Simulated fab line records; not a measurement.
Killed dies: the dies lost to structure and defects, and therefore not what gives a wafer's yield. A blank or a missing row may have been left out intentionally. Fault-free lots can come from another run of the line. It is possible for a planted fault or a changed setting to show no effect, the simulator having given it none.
Comparing a struck lot with a sound one | flow n5Finfet | 23 out of 1938 route steps
Sound: these wafers, L223.2, L223.5, L223.6. Struck: wafer L215.2 (left out: L215.4, L215.5 of the same lot, which were not struck); the cause appears at the end.
Each step with rows lists, per side, the tool, then ch with its chambers, then its first start. Under that, the readings that differ: sound wafers | struck wafers | difference of the means | sigmas: that difference in standard deviations of wafers without a fault.
alike: readings whose means differ by less than 2 such deviations, and words and numbers that are the same on both sides. not compared: withheld readings, readings that some wafer has no value for, bounds like >300 that may hide the same value, and numbers for which the record gives no deviation and whose values overlap.
A row with sigmas, a row that says differs or no value, or rows on one side alone: a step with any of these is where the two part. When numbers do not overlap yet have no deviation, they are printed without sigmas and do not part them. A reading missing from all wafers of one side parts the sides only when that side holds two or more wafers.

first, 8 steps without rows for these wafers: N5_BEOL_M15_ANNEAL_48 (time 90 s); N5_BEOL_M15_CMP_49 (polishes, stops on SiO2, t overpolish 4.9 s, target thk 850 nm); N5_BEOL_M15_PRE_CLEAN_52 (time 15 s); N5_BEOL_M15_DEP_53 (deposits SiCN from 3MS/NH3, target thk 50 nm, time 17.8 s); N5_PASSIVATION_PECVD_00 (deposits SiO2 from SiH4/N2O, target thk 200 nm, time 11.2 s); N5_MIM_BOT_DEGAS_01 (time 60 s); N5_MIM_BOT_SPUTTER_00 (material TiN, target thk 35 nm, time 89.7 s); N5_MIM_TOP_ALD_00 (deposits Al2O3, purge time 3 s, co reactant pulse time 3 s).
N5_MIM_TOP_ALD_01: deposits HfO2, target thk 5.6 nm, pulse time 1 s, purge time 3 s.
  sound on aldHk-01 ch 0,1,3, day 17 00:00; struck on aldHk-03 ch 1, day 15 00:00
  alike: precursorPulseHeightRel
then, 11 steps without rows for these wafers: N5_MIM_TOP_ALD_02 (deposits Al2O3, purge time 3 s, co reactant pulse time 3 s); N5_MIM_TOP_DEGAS_04 (time 60 s); N5_MIM_TOP_SPUTTER_03 (material TiN, target thk 35 nm, time 89.7 s); N5_MIM_TOP_LITHO_HMDS_01 (time 60 s); N5_MIM_TOP_LITHO_COAT_02; N5_MIM_TOP_LITHO_EBR_04; N5_MIM_TOP_LITHO_SOFTBAKE_03 (time 90 s); N5_MIM_TOP_LITHO_EXPOSE_05 (exposes mask MIM TOP, target cd 2000 nm); N5_MIM_TOP_LITHO_PEB_06; N5_MIM_TOP_LITHO_DEVELOP_07 (develop time 60 s); N5_MIM_TOP_LITHO_HARDBAKE_09 (time 120 s).
N5_MIM_TOP_LITHO_INSPECT_12: inspects for defects (macro).
  sound on defectInspect-02 at day 17 01:41; struck on defectInspect-01 at day 15 02:07
reading        | sound | struck | difference | sigmas
rawDefectCount | 2 1 0 | >300   | differs    | 
then, 1 step without rows for these wafers: N5_MIM_TOP_LITHO_DESCUM_10 (chemistry O2, time 7.9 s).
N5_PASSIVATION_PROBE_49:
  only the struck wafers here have rows in the record (prober-02, day 15 13:52); the sound ones have none

WHERE THEY PART
Earliest at N5_MIM_TOP_LITHO_INSPECT_12; latest, in this record, at N5_PASSIVATION_PROBE_49.

WHY: what had been put in by the simulator
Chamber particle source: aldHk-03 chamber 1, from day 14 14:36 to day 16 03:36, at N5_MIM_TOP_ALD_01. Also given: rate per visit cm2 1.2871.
